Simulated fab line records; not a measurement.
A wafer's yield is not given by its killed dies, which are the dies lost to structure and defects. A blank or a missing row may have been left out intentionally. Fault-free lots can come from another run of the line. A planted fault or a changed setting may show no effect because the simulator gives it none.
Split-lot trial + flow n5-finfet + on a route of 1938 steps: 7 lots, 39 wafers read

== SPLIT DETAILS ==
At N5_BEOL_M13_SPUTTER_43 (material TaN, target thk 15 nm, time 24.19 s), the setting time-s was moved away from the recipe's 24.19 s on 18 of the 39 wafers read, by -53.4% to +57.5%. For the rest of the wafers, this setting stayed at what the recipe calls for.

== FROM THE SPLIT TO THE READING: what the file shows between them, 4 steps ==
- N5_BEOL_M13_SPUTTER_44: material Ta, target thk 10 nm, time 16.13 s
- N5_BEOL_M13_SPUTTER_45: material Cu, target thk 80 nm, time 13.33 s
- N5_BEOL_M13_ECD_47: material Cu, target thk 936 nm
- N5_BEOL_M13_ANNEAL_48: time 90 s

== THE READING ==
barrier-field-endpoint-s, in s, at N5_BEOL_M13_CMP_49 (polishes, stops on SiOC, t overpolish 17.1 s, target thk 420 nm). A value of 30.0 s with a standard deviation of 0.94 s is what fault-free wafers of this fab line usually give.

| wafer  | tool, chamber at the split | time-s as run, s | against the recipe | barrier-field-endpoint-s, s | against lot-mates on the recipe |
|--------|----------------------------|------------------|--------------------|-----------------------------|---------------------------------|
| L075.3 | pvd-sputter-03, -          | 24.19            | recipe             | 28.8                        | -                               |
| L075.1 | pvd-sputter-03, -          | 37.54            | +55.2%             | 39.7                        | +10.0                           |
| L075.4 | pvd-sputter-03, -          | 24.19            | recipe             | 31.3                        | -                               |
| L075.2 | pvd-sputter-03, -          | 37.54            | +55.2%             | 39.0                        | +9.3                            |
| L075.6 | pvd-sputter-03, -          | 24.19            | recipe             | 28.9                        | -                               |
| L075.5 | pvd-sputter-03, -          | 37.54            | +55.2%             | 39.8                        | +10.1                           |
| L078.2 | pvd-sputter-03, -          | 24.19            | recipe             | 30.0                        | -                               |
| L078.1 | pvd-sputter-03, -          | 24.19            | recipe             | 29.1                        | -                               |
| L078.4 | pvd-sputter-03, -          | 11.27            | -53.4%             | 20.5                        | -8.8                            |
| L078.3 | pvd-sputter-03, -          | 11.27            | -53.4%             | 20.2                        | -9.1                            |
| L078.5 | pvd-sputter-03, -          | 11.27            | -53.4%             | 19.6                        | -9.7                            |
| L078.6 | pvd-sputter-03, -          | 24.19            | recipe             | 28.9                        | -                               |
| L084.3 | pvd-sputter-03, -          | 24.19            | recipe             | 30.3                        | -                               |
| L084.4 | pvd-sputter-03, -          | 24.19            | recipe             | 28.5                        | -                               |
| L084.5 | pvd-sputter-03, -          | 24.19            | recipe             | 30.0                        | -                               |
| L085.2 | pvd-sputter-02, -          | 19.89            | -17.8%             | 26.2                        | -5.0                            |
| L085.4 | pvd-sputter-02, -          | 24.19            | recipe             | 30.8                        | -                               |
| L085.3 | pvd-sputter-02, -          | 24.19            | recipe             | 31.4                        | -                               |
| L085.1 | pvd-sputter-02, -          | 24.19            | recipe             | 31.4                        | -                               |
| L085.6 | pvd-sputter-02, -          | 19.89            | -17.8%             | 25.9                        | -5.3                            |
| L085.5 | pvd-sputter-02, -          | 19.89            | -17.8%             | 27.9                        | -3.3                            |
| L086.2 | pvd-sputter-02, -          | 34.47            | +42.5%             | 36.1                        | +6.3                            |
| L086.1 | pvd-sputter-02, -          | 24.19            | recipe             | 29.4                        | -                               |
| L086.4 | pvd-sputter-02, -          | 24.19            | recipe             | 30.5                        | -                               |
| L086.3 | pvd-sputter-02, -          | 34.47            | +42.5%             | 38.2                        | +8.4                            |
| L086.5 | pvd-sputter-02, -          | 24.19            | recipe             | 29.4                        | -                               |
| L086.6 | pvd-sputter-02, -          | 34.47            | +42.5%             | 37.4                        | +7.6                            |
| L087.4 | pvd-sputter-03, -          | 24.19            | recipe             | 28.6                        | -                               |
| L087.3 | pvd-sputter-03, -          | 24.19            | recipe             | 29.9                        | -                               |
| L087.1 | pvd-sputter-03, -          | 38.1             | +57.5%             | 39.8                        | +10.6                           |
| L087.2 | pvd-sputter-03, -          | 38.1             | +57.5%             | 39.8                        | +10.6                           |
| L087.5 | pvd-sputter-03, -          | 24.19            | recipe             | 29.0                        | -                               |
| L087.6 | pvd-sputter-03, -          | 38.1             | +57.5%             | 39.2                        | +10.0                           |
| L090.2 | pvd-sputter-01, -          | 12.23            | -49.4%             | 21.4                        | -9.7                            |
| L090.4 | pvd-sputter-01, -          | 24.19            | recipe             | 30.9                        | -                               |
| L090.3 | pvd-sputter-01, -          | 12.23            | -49.4%             | 22.6                        | -8.5                            |
| L090.1 | pvd-sputter-01, -          | 12.23            | -49.4%             | 20.1                        | -11.0                           |
| L090.5 | pvd-sputter-01, -          | 24.19            | recipe             | 30.9                        | -                               |
| L090.6 | pvd-sputter-01, -          | 24.19            | recipe             | 31.5                        | -                               |

THE FIT
A straight line over all 39 wafers: barrier-field-endpoint-s changes by +0.175 s for each +1% of time-s; r = +0.99; the points scatter about the line by 0.92 s.
The same after taking each lot's own level away (the mean of its wafers on the recipe; 39 wafers): +0.183 s for each +1%; r = +0.99; scatter 0.81 s.
Per that fit: largest time-s move, reading shift of 11 s.
The lots' own levels span 29.17 to 31.20 s, that is 2.2 times the standard deviation above.
The two slopes are in agreement: the lot-to-lot level therefore moves the slope only a little.
Check: for one of the wafers moved furthest among these (+57.5%), held out of the fit, the line's prediction against its lot-mates is +10.3 s. It came out at +10.6 s against them.

== THESE WAFERS: OTHER SPLITS ==
These wafers also went through other splits before the reading. Each is held against what the fit with the lots' levels taken away leaves over:
| other split on the same wafers            | wafers away from the commonest value | r with barrier-field-endpoint-s (lot level and that fit taken away) |
|-------------------------------------------|--------------------------------------|---------------------------------------------------------------------|
| N5_BEOL_M10_TRENCH_ETCH_37 target-depth-a | 18                                   | +0.00                                                               |

== THE WHOLE CHAIN: every reading that the file lists as answering this split, in the file's order ==
| step                   | what it does                                                    | reading                                                                            | change (the file's fit)               | r (the file's) |
|------------------------|-----------------------------------------------------------------|------------------------------------------------------------------------------------|---------------------------------------|----------------|
| N5_BEOL_M13_SPUTTER_43 | material TaN, target thk 15 nm, time 24.19 s                    | TaN_of_BEOL_M13_SPUTTER_43.thk-nm (the simulator's own value, which no gauge read) | +0.149 nm for each +1% of the setting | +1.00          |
| N5_BEOL_M13_CMP_49     | polishes, stops on SiOC, t overpolish 17.1 s, target thk 420 nm | barrier-field-endpoint-s                                                           | +0.183 s for each +1% of the setting  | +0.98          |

== FILE'S OWN FIT ==
barrier-field-endpoint-s changes by +0.183 s for each +1% of time-s, r = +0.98.
